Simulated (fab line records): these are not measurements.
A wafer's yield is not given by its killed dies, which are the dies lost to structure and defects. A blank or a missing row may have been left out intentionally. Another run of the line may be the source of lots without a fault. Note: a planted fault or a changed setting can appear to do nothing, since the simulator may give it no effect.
fab line records	flow nand-harc
record lots=9	wafers=27	last-day=32
route steps=1302 shown A_CHANNEL_HOLE_D2@588 A_CHANNEL_FILL_D2@612 END@1301
lots that met no fault: from a run of the same line without faults
start-h: start of the lot's first displayed wafer, in hours after the record's first day	wait-h: how many hours have passed since the lot's step before this one	" same as the row above	L1.1+2: a single row standing in for several wafers	- no value present, or no start provided	* or withheld: withheld	< > ~ a bound
route shown NAME@n: NAME is a module with steps in the file, n the number in the route of the first one	usual: mean/standard deviation of fault-free wafers	same: alike in all rows	chamber/n: place in a boat	sites: per-site readings	_std_site: standard deviation of those values	_edge_site: inner sites' mean taken away from outer sites' mean	radius-mm: for every site, how far away it sits from the centre of the wafer	mask NAME#n: copy n	behind: the most recent tool/chamber to have shaped the wafer	hold: the reason the lot was held/the length of the hold in hours/how it ended	device: names the non-switching transistor (n, p or np)	end of line: at the end of the route, the tests of the same wafers	where a step has no rows: the recipe by itself	killed: the dies lost at the first sort to structure and to defects; this is not the yield of the wafer	map: dies across one wafer; x = killed, . = not, _ = none there
set.NAME: the setting the step ran with; set.NAME@STEP: the setting that earlier step ran with	model.NAME: the simulator's own value behind a step, which no gauge read
the route's steps for a sample of lots (tables are steps, rows are wafers)
services: a tool's chamber out of use, with start hour (start-h, from the record's first day; less than 0 if before it), hours out, and reason
## steps
# step NHARC_A_CHANNEL_HOLE_D2_ETCH_34
# recipe target-depth-a=1540	time-s=77	cf4-flow-sccm=100	chf3-flow-sccm=30	ar-flow-sccm=0	rf-w=500	bias-w=200	chemistry=CF4/CHF3
# usual drypump-motor-current-A=5.8/0.55	oes-product-au=0.960/0.017	rf-vpp-V=370.3/2	showerhead-plenum-p-Torr=1.56/0.051	throttle-valve-pct=16.802/0.0098
lot.wafer	tool	chamber	start-h	wait-h	drypump-motor-current-A	oes-product-au	rf-hours-counter-h	rf-vpp-V	showerhead-plenum-p-Torr	throttle-valve-pct
L955.2	rie-diel-09	1	-	-	5.4	0.922	7	371.4	1.57	16.812
L955.3	"	3	"	"	5.2	0.937	9	368.9	1.54	16.792
L955.5	"	1	"	"	5.4	0.932	-	370.6	1.57	16.785
L956.1	rie-diel-04	0	-	-	5.6	0.965	9	370.8	1.58	16.792
L956.4	"	1	"	"	5.7	0.949	8	367.2	1.48	16.780
L956.3	"	3	"	"	6.6	0.965	9	370.4	1.55	16.804
L960.1	rie-diel-08	2	-	-	6.8	0.941	8	369.5	1.57	16.811
L960.3	"	3	"	"	6.0	0.925	7	371.9	1.66	16.799
L960.6	"	1	"	"	6.0	0.921	-	371.6	1.60	16.792
L959.2	rie-diel-09	2	-	-	6.3	0.954	4	370.2	1.60	16.806
L959.3	"	3	"	"	5.2	0.969	3	369.2	1.54	16.801
L959.1	"	0	"	"	4.9	0.965	4	366.7	1.48	16.809
L968.4	rie-diel-09	3	-	-	5.2	0.980	9	369.0	1.54	16.789
L968.2	"	1	"	"	5.4	0.953	4	370.2	1.57	16.786
L968.6	"	3	"	"	5.2	0.975	-	370.9	1.54	16.804
L970.2	rie-diel-09	3	-	-	5.2	0.959	10	369.8	1.54	16.794
L970.5	"	1	"	"	5.4	0.979	-	370.3	1.57	16.798
L970.6	"	2	"	"	6.3	0.978	-	371.5	1.60	16.806
L971.3	rie-diel-09	3	-	-	5.2	0.977	11	369.9	1.54	16.810
L971.1	"	2	"	"	6.4	0.962	11	372.9	1.60	16.813
L971.5	"	0	"	"	4.9	0.966	-	367.9	1.48	16.796
L973.3	rie-diel-04	1	-	-	5.7	0.959	8	366.2	1.48	16.814
L973.6	"	0	"	"	5.7	0.985	-	370.5	1.58	16.787
L973.5	"	1	"	"	5.7	0.957	-	367.4	1.48	16.804
L974.2	rie-diel-08	2	-	-	6.7	0.941	7	369.1	1.57	16.784
L974.1	"	0	"	"	5.5	0.935	6	369.4	1.54	16.793
L974.6	"	2	"	"	6.7	0.944	-	373.0	1.57	16.817
# step NHARC_A_CHANNEL_HOLE_D2_ETCH_20
# recipe bias-v=3000	source-w=withheld	pressure-mtorr=20	time-s=361.9	ar-flow-sccm=375	c4f8-flow-sccm=89.3	o2-flow-sccm=35.7	temp-c=-20	target-depth-a=16000	chemistry=C4F8/O2/Ar
# usual drypump-motor-current-A=5.5/0.34	o2-flow-sccm=35.70/0.1	showerhead-plenum-p-Torr=3.68/0.11	throttle-valve-pct=32.156/0.0097
lot.wafer	tool	chamber	start-h	wait-h	drypump-motor-current-A	o2-flow-sccm	rf-hours-counter-h	showerhead-plenum-p-Torr	throttle-valve-pct
L955.2	har-etch-01	1	306.24	0.1	5.9	35.57	157	3.67	32.159
L955.3	"	0	"	"	5.5	35.69	-	3.69	32.145
L955.5	"	0	"	"	5.5	35.67	-	3.69	32.148
L956.1	har-etch-02	0	323.62	0.1	5.6	35.79	371	3.68	32.151
L956.3	"	1	"	"	4.9	35.59	-	3.50	32.169
L956.4	"	0	"	"	5.6	35.90	-	3.68	32.153
L960.1	har-etch-01	0	363.38	0.1	5.5	35.52	183	3.68	32.160
L960.3	"	1	"	"	5.8	35.74	-	3.66	32.166
L960.6	"	0	"	"	5.5	35.51	-	3.68	32.172
L959.1	har-etch-02	1	363.91	0.1	4.9	35.66	394	3.49	32.161
L959.2	"	0	"	"	5.6	35.62	394	3.66	32.153
L959.3	"	1	"	"	4.9	35.64	-	3.49	32.149
L968.2	har-etch-02	0	453.41	0.1	5.6	35.75	38	3.64	32.154
L968.4	"	0	"	"	5.6	35.82	-	3.64	32.168
L968.6	"	1	"	"	4.9	35.67	-	3.91	32.151
L970.2	har-etch-02	0	466.60	0.1	5.6	35.64	45	3.64	32.141
L970.5	"	0	"	"	5.6	35.79	-	3.64	32.161
L970.6	"	1	"	"	4.9	35.74	-	3.91	32.159
L971.1	har-etch-02	0	473.62	0.1	5.6	35.60	49	3.63	32.157
L971.3	"	0	"	"	5.6	35.79	-	3.63	32.165
L971.5	"	1	"	"	4.9	35.63	-	3.90	32.156
L973.3	har-etch-02	1	501.71	0.2	4.9	35.59	-	3.90	32.172
L973.5	"	0	"	"	5.6	35.72	-	3.63	32.155
L973.6	"	1	"	"	4.9	35.66	-	3.90	32.158
L974.1	har-etch-01	1	501.90	0.1	5.8	35.77	275	3.61	32.148
L974.2	"	0	"	"	5.5	35.81	275	3.63	32.151
L974.6	"	1	"	"	5.8	35.85	-	3.61	32.152
# step NHARC_A_CHANNEL_HOLE_D2_ETCH_25
# recipe bias-v=5000	source-w=withheld	pressure-mtorr=20	time-s=1040.2	ar-flow-sccm=375	c4f8-flow-sccm=93.8	o2-flow-sccm=31.2	temp-c=-20	target-depth-a=15000	chemistry=C4F8/O2/Ar
# usual drypump-motor-current-A=5.5/0.34	o2-flow-sccm=31.20/0.098	showerhead-plenum-p-Torr=3.68/0.11	throttle-valve-pct=32.236/0.0086
lot.wafer	tool	chamber	start-h	wait-h	drypump-motor-current-A	o2-flow-sccm	rf-hours-counter-h	showerhead-plenum-p-Torr	throttle-valve-pct
L955.2	har-etch-01	1	309.03	0.6	5.8	31.10	159	3.67	32.233
L955.3	"	0	"	"	5.5	31.12	-	3.69	32.243
L955.5	"	0	"	"	5.5	31.14	-	3.69	32.239
L956.1	har-etch-02	0	326.51	0.7	5.6	31.18	373	3.67	32.238
L956.3	"	1	"	"	4.9	31.17	-	3.49	32.235
L956.4	"	0	"	"	5.6	31.15	-	3.67	32.241
L960.1	har-etch-01	0	366.24	0.7	5.5	31.25	186	3.67	32.240
L960.3	"	1	"	"	5.8	31.28	-	3.65	32.217
L960.6	"	0	"	"	5.5	31.17	-	3.67	32.218
L959.1	har-etch-02	1	366.70	0.6	4.9	31.12	396	3.48	32.239
L959.2	"	0	"	"	5.6	31.09	396	3.66	32.231
L959.3	"	1	"	"	4.9	31.25	-	3.48	32.227
L968.2	har-etch-02	0	456.27	0.7	5.6	31.23	41	3.63	32.234
L968.4	"	0	"	"	5.6	31.22	-	3.63	32.230
L968.6	"	1	"	"	4.9	31.24	-	3.90	32.222
L970.2	har-etch-02	0	469.38	0.6	5.6	31.52	48	3.63	32.228
L970.5	"	0	"	"	5.6	31.19	-	3.63	32.236
L970.6	"	1	"	"	4.9	31.06	-	3.90	32.229
L971.1	har-etch-02	0	476.42	0.6	5.6	30.99	52	3.63	32.237
L971.3	"	0	"	"	5.6	31.28	-	3.63	32.240
L971.5	"	1	"	"	4.9	31.20	-	3.90	32.224
L974.1	har-etch-01	1	504.68	0.6	5.9	31.05	278	3.60	32.248
L974.2	"	0	"	"	5.5	31.21	278	3.62	32.237
L974.6	"	1	"	"	5.9	31.21	-	3.61	32.245
L973.3	har-etch-02	1	504.78	0.7	4.9	31.04	-	3.89	32.243
L973.5	"	0	"	"	5.6	31.19	-	3.62	32.237
L973.6	"	1	"	"	4.9	31.20	-	3.89	32.235
# step NHARC_A_CHANNEL_FILL_D2_ALD_02
# recipe target-thk-a=60	pulse-time-s=10	ald-cycles=60	temp-c=300	material=SiO2
# usual ald-cycles=60/0	heater-power-outer-w=250/23	heater-power-w=459/38	precursor-pulse-height-rel=1.002/0.02
lot.wafer	tool	chamber	start-h	wait-h	ald-cycles	heater-power-outer-w	heater-power-w	precursor-pulse-height-rel
L955.2	ald-hk-01	0	312.04	-	60	267	468	1.008
L955.3	"	2	"	"	60	280	531	0.999
L955.5	"	0	"	"	60	261	470	0.988
L956.3	ald-hk-04	2	329.38	-	60	268	490	0.996
L956.1	"	0	"	"	60	248	485	1.001
L956.4	"	1	"	"	60	221	418	0.995
L960.1	ald-hk-04	3	369.17	-	60	264	455	0.972
L960.3	"	2	"	"	60	275	481	0.996
L960.6	"	3	"	"	60	268	451	0.990
L959.1	ald-hk-04	1	369.87	-	60	225	422	0.999
L959.2	"	2	"	"	60	278	492	1.003
L959.3	"	3	"	"	60	260	461	1.013
L968.2	ald-hk-04	0	459.14	-	-	-	-	-
L968.4	"	3	"	"	-	-	-	-
L968.6	"	0	"	"	-	-	-	-
L970.2	ald-hk-04	3	472.53	-	-	-	-	-
L970.5	"	1	"	"	-	-	-	-
L970.6	"	2	"	"	-	-	-	-
L971.1	ald-hk-04	1	479.65	-	60	242	448	1.011
L971.3	"	2	"	"	60	300	512	0.992
L971.5	"	1	"	"	60	238	444	1.003
L973.3	ald-hk-04	3	507.48	-	60	250	432	1.004
L973.6	"	1	"	"	60	236	446	0.974
L973.5	"	2	"	"	60	288	522	1.019
L974.1	ald-hk-01	1	507.91	-	60	241	438	1.045
L974.2	"	2	"	"	60	278	535	1.011
L974.6	"	1	"	"	60	236	455	1.010
# step NHARC_END_WLT_00
# usual VT_DECK1_BOTTOM=0.866/0.0079	VT_DECK1_BOTTOM_INNER=0.867/0.0079	VT_DECK1_MEDIAN_NEAR_BOTTOM=0.868/0.0074	VT_DECK1_MEDIAN_NEAR_BOTTOM_INNER=0.868/0.0075	VT_DECK1_MIDDLE=0.879/0.0071	VT_DECK1_MIDDLE_INNER=0.879/0.0072	VT_DECK1_TOP=0.890/0.0074	VT_DECK1_TOP_INNER=0.890/0.0072	VT_DECK2_BOTTOM=0.871/0.0078	VT_DECK2_BOTTOM_INNER=0.871/0.0075	VT_DECK2_MEDIAN_NEAR_BOTTOM=0.872/0.0075	VT_DECK2_MEDIAN_NEAR_BOTTOM_INNER=0.872/0.0079	VT_DECK2_MIDDLE=0.884/0.0063	VT_DECK2_MIDDLE_INNER=0.885/0.0065	VT_DECK2_TOP=0.896/0.0071	VT_DECK2_TOP_INNER=0.897/0.007
lot.wafer	tool	chamber	start-h	wait-h	hold	VT_DECK1_BOTTOM	VT_DECK1_BOTTOM_INNER	VT_DECK1_MEDIAN_NEAR_BOTTOM	VT_DECK1_MEDIAN_NEAR_BOTTOM_INNER	VT_DECK1_MIDDLE	VT_DECK1_MIDDLE_INNER	VT_DECK1_TOP	VT_DECK1_TOP_INNER	VT_DECK2_BOTTOM	VT_DECK2_BOTTOM_INNER	VT_DECK2_MEDIAN_NEAR_BOTTOM	VT_DECK2_MEDIAN_NEAR_BOTTOM_INNER	VT_DECK2_MIDDLE	VT_DECK2_MIDDLE_INNER	VT_DECK2_TOP	VT_DECK2_TOP_INNER
L955.2	prober-01	-	560.95	0.6	-	0.862	0.859	0.859	0.861	0.867	0.877	0.885	0.884	0.882	0.859	0.880	0.876	0.886	0.894	0.896	0.903
L955.3	"	-	"	"	-	0.857	0.855	0.855	0.864	0.864	0.869	0.882	0.882	0.881	0.882	0.870	0.883	0.890	0.890	0.901	0.905
L955.5	"	-	562.48	2.1	-	0.858	0.860	0.854	0.857	0.866	0.871	0.880	0.882	0.899	0.885	0.880	0.875	0.897	0.894	0.897	0.905
L956.1	prober-02	-	583.48	0.1	-	0.862	0.866	0.866	0.873	0.878	0.882	0.898	0.891	0.872	0.869	0.874	0.877	0.883	0.884	0.899	0.900
L956.3	"	-	584.49	1.1	-	0.875	0.867	0.872	0.877	0.882	0.882	0.898	0.894	0.866	0.862	0.862	0.862	0.880	0.882	0.896	0.890
L956.4	"	-	"	"	-	0.875	0.870	0.868	0.863	0.885	0.880	0.885	0.892	0.873	0.875	0.877	0.871	0.889	0.896	0.898	0.888
L960.1	prober-01	-	628.43	0.0	-	0.860	0.861	0.863	0.866	0.868	0.868	0.878	0.890	0.856	0.867	0.872	0.863	0.884	0.882	0.893	0.896
L960.3	"	-	"	"	-	0.856	0.860	0.864	0.853	0.874	0.879	0.880	0.887	0.872	0.866	0.880	0.872	0.889	0.886	0.899	0.906
L960.6	"	-	630.91	2.5	-	0.866	0.867	0.868	0.866	0.866	0.871	0.894	0.879	0.868	0.875	0.869	0.871	0.883	0.875	0.893	0.898
L959.1	prober-02	-	637.54	0.1	-	0.865	0.862	0.864	0.867	0.880	0.870	0.885	0.882	0.875	0.883	0.882	0.887	0.890	0.884	0.897	0.896
L959.2	"	-	"	"	-	0.867	0.861	0.868	0.864	0.875	0.877	0.886	0.885	0.871	0.867	0.869	0.870	0.886	0.881	0.899	0.893
L959.3	"	-	"	"	-	0.870	0.863	0.870	0.867	0.877	0.879	0.886	0.888	0.868	0.872	0.876	0.875	0.880	0.885	0.891	0.896
L968.2	prober-01	-	721.54	0.6	await-dispo/0.2h/release	6.037	5.996	6.002	5.998	5.957	5.961	6.015	5.969	5.944	6.008	6.003	6.019	5.990	6.000	5.964	5.992
L968.4	"	-	722.56	1.6	await-dispo/0.2h/release	5.972	6.059	5.958	5.951	5.994	6.047	6.002	6.031	6.012	6.035	5.980	5.971	5.951	6.008	5.997	6.008
L968.6	"	-	723.57	2.6	await-dispo/0.2h/release	5.984	6.066	6.004	5.990	5.973	5.994	6.011	6.064	6.028	6.005	6.027	5.986	6.000	6.040	6.008	6.014
L968.2	prober-01	-	729.33	7.3	-	6.018	6.065	6.020	5.994	6.010	5.987	5.973	5.965	6.024	6.071	6.006	6.029	5.981	5.960	5.993	5.978
L968.4	"	-	730.34	7.3	-	5.967	5.978	6.011	6.041	6.016	6.037	6.007	5.975	6.051	5.993	6.057	6.030	5.968	5.978	6.019	5.981
L968.6	"	-	731.36	7.3	-	5.980	6.069	5.985	6.015	5.947	5.966	6.007	6.013	5.988	6.008	6.010	6.020	6.024	5.979	5.986	6.007
L971.1	prober-02	-	726.23	0.1	-	0.861	0.861	0.863	0.860	0.877	0.877	0.892	0.890	0.878	0.883	0.879	0.873	0.883	0.881	0.894	0.894
L971.3	"	-	727.23	1.1	-	0.871	0.865	0.865	0.865	0.886	0.873	0.894	0.890	0.868	0.882	0.875	0.872	0.889	0.880	0.900	0.902
L971.5	"	-	"	"	-	0.861	0.868	0.872	0.869	0.870	0.874	0.890	0.888	0.877	0.877	0.875	0.874	0.885	0.882	0.893	0.898
L970.2	prober-01	-	729.32	3.2	await-dispo/0.2h/release	5.975	6.050	6.000	6.015	6.003	6.012	6.041	5.966	5.977	5.947	6.011	5.991	5.999	6.014	6.045	6.015
L970.5	"	-	730.84	4.7	await-dispo/0.2h/release	6.008	6.072	6.000	6.037	5.990	5.959	5.985	6.013	5.962	6.004	5.991	6.030	5.943	6.026	6.000	6.042
L970.6	"	-	"	"	await-dispo/0.2h/release	6.040	6.031	5.996	6.029	6.009	6.009	5.997	5.978	6.013	5.981	5.996	6.032	6.001	5.974	5.951	5.974
L970.2	prober-01	-	737.19	7.4	-	5.990	6.004	5.951	6.055	5.954	6.020	6.028	5.937	6.007	5.977	5.995	5.959	5.990	6.075	5.956	6.002
L970.5	"	-	738.70	7.4	-	5.966	5.984	5.976	5.970	5.990	5.967	6.003	5.995	5.986	6.030	6.030	5.983	5.988	5.975	5.977	6.004
L970.6	"	-	"	"	-	6.003	5.981	6.012	5.998	6.020	6.034	5.949	6.018	5.980	6.035	5.987	6.018	6.006	5.964	6.005	6.036
L973.3	prober-01	-	760.36	1.0	-	0.871	0.868	0.871	0.876	0.884	0.884	0.893	0.893	0.883	0.880	0.872	0.874	0.887	0.889	0.895	0.889
L973.5	"	-	"	"	-	0.872	0.876	0.868	0.870	0.881	0.887	0.898	0.891	0.868	0.873	0.868	0.883	0.886	0.880	0.895	0.897
L973.6	"	-	"	"	-	0.869	0.875	0.870	0.872	0.888	0.888	0.898	0.895	0.875	0.874	0.873	0.876	0.885	0.894	0.891	0.905
L974.1	prober-02	-	763.98	4.6	-	0.878	0.880	0.878	0.878	0.891	0.886	0.902	0.903	0.863	0.866	0.867	0.868	0.891	0.891	0.897	0.889
L974.2	"	-	"	"	-	0.872	0.872	0.874	0.877	0.882	0.885	0.896	0.899	0.867	0.869	0.870	0.875	0.888	0.886	0.897	0.891
L974.6	"	-	766.47	7.1	-	0.872	0.877	0.874	0.875	0.886	0.890	0.895	0.898	0.868	0.869	0.868	0.874	0.880	0.880	0.901	0.893
# step NHARC_END_SORT_01
# recipe temp-c=25
# usual defect-limited-yield=91.2/1.8	killed-at-array=55/12	killed-at-other=1.0/1.2	killed-at-periphery=3.9/2.6	killed-dies=60/12	killed-open=3.3/1.9	killed-short=2.5/1.8
# same gross-dies=677
lot.wafer	tool	chamber	start-h	wait-h	defect-limited-yield[%]	killed-at-array	killed-at-other	killed-at-periphery	killed-dies	killed-open	killed-short
L955.2	prober-01	0	564.28	2.8	90.8	58	0	4	62	3	1
L955.3	prober-01	0	565.07	3.1	92.2	52	0	1	53	3	7
L955.5	prober-01	0	566.65	3.7	90.5	56	0	8	64	0	1
L956.1	prober-02	0	586.51	2.5	88.9	68	3	4	75	3	2
L956.3	prober-02	0	588.11	3.1	87.9	75	4	3	82	1	1
L956.4	prober-02	0	588.90	3.4	88.8	71	2	3	76	2	2
L960.1	prober-01	0	631.41	2.5	92.2	47	1	5	53	3	0
L960.3	prober-01	0	632.99	3.1	90.5	62	1	1	64	0	0
L960.6	prober-01	0	635.37	4.0	90.7	57	1	5	63	1	3
L959.1	prober-02	0	640.49	2.5	92.3	47	0	5	52	3	1
L959.2	prober-02	0	641.29	2.8	91.9	46	3	6	55	2	2
L959.3	prober-02	0	642.08	3.1	90.8	51	4	7	62	4	3
L971.1	prober-02	0	729.22	2.5	92.5	47	0	4	51	2	1
L971.3	prober-02	0	730.82	3.1	91.0	55	0	6	61	2	3
L971.5	prober-02	0	732.43	3.7	92.5	47	0	4	51	2	4
L973.3	prober-01	0	763.95	3.1	90.4	58	0	7	65	2	1
L973.5	prober-01	0	765.57	3.7	91.6	50	1	6	57	6	1
L973.6	prober-01	0	766.37	4.0	90.7	57	1	5	63	5	0
L974.1	prober-02	0	766.97	2.5	92.9	44	1	3	48	3	6
L974.2	prober-02	0	767.76	2.8	92.2	50	2	1	53	4	6
L974.6	prober-02	0	770.92	4.0	90.8	56	2	4	62	5	5
# killed by level:class
L955.2 A_CHANNEL_HOLE_D1:chamber-film-flake=28 A_CHANNEL_HOLE_D2:chamber-film-flake=14 A_CONTACT:chamber-film-flake=10 P_M1:chamber-film-flake=2 A_WL_FILL:chamber-film-flake=2 P_CONTACT:geometric-particle:open=1 P_M0:geometric-particle:open=1 A_DECK1_JOINT:geometric-particle:short=1
L955.3 A_CHANNEL_HOLE_D1:chamber-film-flake=26 A_CHANNEL_HOLE_D2:chamber-film-flake=7 A_STAIRCASE:chamber-film-flake=4 A_CONTACT:chamber-film-flake=4 A_CHANNEL_FILL_D1:geometric-particle:short=2 A_M0:geometric-particle:short=2 P_STI:geometric-particle:short=1 A_ONON_D1:geometric-particle:short=1
L955.5 A_CHANNEL_HOLE_D1:chamber-film-flake=30 A_CHANNEL_HOLE_D2:chamber-film-flake=10 A_CONTACT:chamber-film-flake=6 P_M1:chamber-film-flake=5 A_WL_FILL:chamber-film-flake=4 A_STAIRCASE:chamber-film-flake=3 P_ZERO_WELL:chamber-film-flake=2 A_CHANNEL_FILL_D1:chamber-film-flake=2
L956.1 A_SLIT:chamber-film-flake=24 A_CHANNEL_HOLE_D1:chamber-film-flake=17 A_CHANNEL_HOLE_D2:chamber-film-flake=15 A_STAIRCASE:chamber-film-flake=4 THIN_TSV:chamber-film-flake=3 P_GATE:chamber-film-flake=2 A_WL_FILL:chamber-film-flake=2 A_CONTACT:chamber-film-flake=2
L956.3 A_SLIT:chamber-film-flake=29 A_CHANNEL_HOLE_D2:chamber-film-flake=22 A_CHANNEL_HOLE_D1:chamber-film-flake=20 THIN_TSV:chamber-film-flake=4 P_M0:geometric-particle:short=1 A_SOURCE_PLATE:geometric-particle:open=1 P_GATE:chamber-film-flake=1 P_BONDPAD:chamber-film-flake=1
L956.4 A_SLIT:chamber-film-flake=27 A_CHANNEL_HOLE_D2:chamber-film-flake=22 A_CHANNEL_HOLE_D1:chamber-film-flake=15 A_STAIRCASE:chamber-film-flake=2 A_WL_FILL:chamber-film-flake=2 THIN_TSV:chamber-film-flake=2 P_GATE:geometric-particle:short=1 P_CONTACT:geometric-particle:open=1
L960.1 A_CHANNEL_HOLE_D1:chamber-film-flake=24 A_CHANNEL_HOLE_D2:chamber-film-flake=13 P_BONDPAD:chamber-film-flake=3 A_CONTACT:chamber-film-flake=3 A_BONDPAD:chamber-film-flake=3 A_ONON_D1:geometric-particle:open=1 A_DECK1_JOINT:geometric-particle:open=1 A_M0:geometric-particle:open=1
L960.3 A_CHANNEL_HOLE_D1:chamber-film-flake=34 A_CHANNEL_HOLE_D2:chamber-film-flake=14 A_STAIRCASE:chamber-film-flake=4 A_CONTACT:chamber-film-flake=3 A_BONDPAD:chamber-film-flake=3 A_CHANNEL_FILL_D2:chamber-film-flake=2 P_BONDPAD:chamber-film-flake=1 A_SLIT:chamber-film-flake=1
L960.6 A_CHANNEL_HOLE_D1:chamber-film-flake=31 A_CHANNEL_HOLE_D2:chamber-film-flake=14 P_BONDPAD:chamber-film-flake=5 A_WL_FILL:chamber-film-flake=2 A_CONTACT:chamber-film-flake=2 A_CHANNEL_FILL_D1:geometric-particle:short=1 A_ONON_D2:geometric-particle:short=1 A_CHANNEL_FILL_D2:geometric-particle:short=1
L959.1 A_CHANNEL_HOLE_D2:chamber-film-flake=28 A_CONTACT:chamber-film-flake=6 A_DECK1_JOINT:chamber-film-flake=4 A_CHANNEL_HOLE_D1:chamber-film-flake=3 P_BONDPAD:chamber-film-flake=2 P_M0:geometric-particle:open=1 A_ONON_D2:geometric-particle:open=1 A_CHANNEL_FILL_D2:geometric-particle:open=1
L959.2 A_CHANNEL_HOLE_D2:chamber-film-flake=25 A_CONTACT:chamber-film-flake=6 A_CHANNEL_HOLE_D1:chamber-film-flake=5 THIN_TSV:chamber-film-flake=3 P_STI:chamber-film-flake=2 P_GATE:chamber-film-flake=2 A_STAIRCASE:chamber-film-flake=2 A_WL_FILL:chamber-film-flake=2
L959.3 A_CHANNEL_HOLE_D2:chamber-film-flake=34 A_CHANNEL_HOLE_D1:chamber-film-flake=4 THIN_TSV:chamber-film-flake=4 P_BONDPAD:chamber-film-flake=3 A_CONTACT:chamber-film-flake=3 A_WL_FILL:geometric-particle:short=2 P_GATE:chamber-film-flake=2 A_WL_FILL:chamber-film-flake=2
L971.1 A_SLIT:chamber-film-flake=27 A_CHANNEL_HOLE_D1:chamber-film-flake=10 A_STAIRCASE:chamber-film-flake=3 A_CONTACT:chamber-film-flake=3 P_M1:geometric-particle:open=1 A_ONON_D1:geometric-particle:open=1 A_CHANNEL_FILL_D1:geometric-particle:short=1 P_GATE:chamber-film-flake=1
L971.3 A_SLIT:chamber-film-flake=31 A_CHANNEL_HOLE_D1:chamber-film-flake=10 A_STAIRCASE:chamber-film-flake=4 P_CONTACT:chamber-film-flake=2 P_M1:chamber-film-flake=2 A_DECK1_JOINT:chamber-film-flake=2 A_CONTACT:chamber-film-flake=2 A_CHANNEL_HOLE_D1:geometric-particle:short=1
L971.5 A_SLIT:chamber-film-flake=26 A_CHANNEL_HOLE_D1:chamber-film-flake=6 A_CONTACT:chamber-film-flake=4 A_STAIRCASE:chamber-film-flake=3 A_ONON_D1:geometric-particle:open=2 A_CHANNEL_FILL_D2:geometric-particle:short=2 A_WL_FILL:chamber-film-flake=2 P_ZERO_WELL:geometric-particle:short=1
L973.3 A_SLIT:chamber-film-flake=34 A_CHANNEL_HOLE_D1:chamber-film-flake=10 A_STAIRCASE:chamber-film-flake=6 A_CONTACT:chamber-film-flake=5 P_M1:chamber-film-flake=4 A_WL_FILL:chamber-film-flake=2 P_GATE:geometric-particle:open=1 P_M0:geometric-particle:open=1
L973.5 A_SLIT:chamber-film-flake=26 A_CHANNEL_HOLE_D1:chamber-film-flake=7 A_STAIRCASE:chamber-film-flake=7 P_ZERO_WELL:chamber-film-flake=2 P_M1:chamber-film-flake=2 P_GATE:geometric-particle:open=1 A_CHANNEL_FILL_D1:geometric-particle:open=1 A_ONON_D2:geometric-particle:open=1
L973.6 A_SLIT:chamber-film-flake=29 A_STAIRCASE:chamber-film-flake=11 A_CHANNEL_HOLE_D1:chamber-film-flake=8 P_GATE:chamber-film-flake=4 A_ONON_D1:geometric-particle:open=2 A_CHANNEL_FILL_D1:geometric-particle:open=2 A_CONTACT:chamber-film-flake=2 A_SGD_CUT:geometric-particle:open=1
L974.1 A_CHANNEL_HOLE_D2:chamber-film-flake=25 A_SLIT:chamber-film-flake=4 A_WL_FILL:geometric-particle:short=3 P_STI:chamber-film-flake=2 A_CONTACT:chamber-film-flake=2 A_ONON_D1:geometric-particle:open=1 A_CHANNEL_FILL_D1:geometric-particle:open=1 A_CHANNEL_FILL_D1:geometric-particle:short=1
L974.2 A_CHANNEL_HOLE_D2:chamber-film-flake=23 A_SLIT:chamber-film-flake=7 A_ZERO_WELL:chamber-film-flake=3 A_CONTACT:chamber-film-flake=3 A_STAIRCASE:chamber-film-flake=3 A_WL_FILL:geometric-particle:short=2 A_WL_FILL:geometric-particle:open=2 A_M0:geometric-particle:short=2
L974.6 A_CHANNEL_HOLE_D2:chamber-film-flake=34 A_SLIT:chamber-film-flake=6 A_CONTACT:chamber-film-flake=5 A_DECK1_JOINT:geometric-particle:short=2 A_WL_FILL:geometric-particle:short=2 A_STAIRCASE:chamber-film-flake=2 THIN_TSV:chamber-film-flake=2 P_CONTACT:geometric-particle:open=1
## services
tool	chamber	start-h	hours	kind
rie-diel-04	3	294.22	8.4	repair
ald-hk-01	-	298.54	10.0	pm
rie-diel-04	0	298.58	8.8	repair
rie-diel-08	3	299.46	7.4	repair
ald-hk-04	-	305.45	0.3	repair
rie-diel-09	0	309.45	8.7	repair
rie-diel-09	-	320.10	9.0	pm
rie-diel-09	1	334.70	35.7	repair
ald-hk-01	-	348.30	2.1	repair
rie-diel-04	-	354.90	9.0	pm
rie-diel-08	0	367.15	6.7	repair
rie-diel-08	-	367.80	9.0	pm
rie-diel-09	3	371.86	5.8	repair
har-etch-02	-	377.00	17.0	pm
har-etch-02	0	377.00	17.0	vent-cycle
har-etch-02	1	377.00	17.0	vent-cycle
har-etch-02	0	394.00	-	clean
har-etch-02	0	394.00	-	consumable-replace:focus-ring
har-etch-02	1	394.00	-	clean
rie-diel-09	0	429.05	6.6	repair
ald-hk-04	-	433.73	10.0	pm
rie-diel-04	-	476.52	1.2	repair
rie-diel-09	3	493.35	17.7	repair
rie-diel-09	-	497.10	9.0	pm
## key
first-sign step=NHARC_A_CHANNEL_FILL_D2_ALD_02	reading=tool-record	direction=missing
effect step=NHARC_END_WLT_00	reading=VT_DECK2_MIDDLE	direction=up	sigmas=99+	usual=0.884	struck=5.981
met-at NHARC_A_CHANNEL_FILL_D2_ALD_02
struck-lots L968,L970
tester-left-out L968,L970
not-acting-at NHARC_A_CHANNEL_HOLE_D2_ETCH_34,NHARC_A_CHANNEL_HOLE_D2_ETCH_20,NHARC_A_CHANNEL_HOLE_D2_ETCH_25
onset-between 369.87 459.14
fault kind=skipped-step-whole	tool=ald-hk-04	chamber=-	onset-h=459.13	steps=NHARC_A_CHANNEL_FILL_D2_ALD_02	scope=struck-lots-only
# tester-left-out: of these lots the tester's yield and bins aren't shown, on N5 and GAA mostly nor the transistor test; their killed dies are dies lost to structure and defects alone, not to doping, threshold or leakage, so they don't give the yield
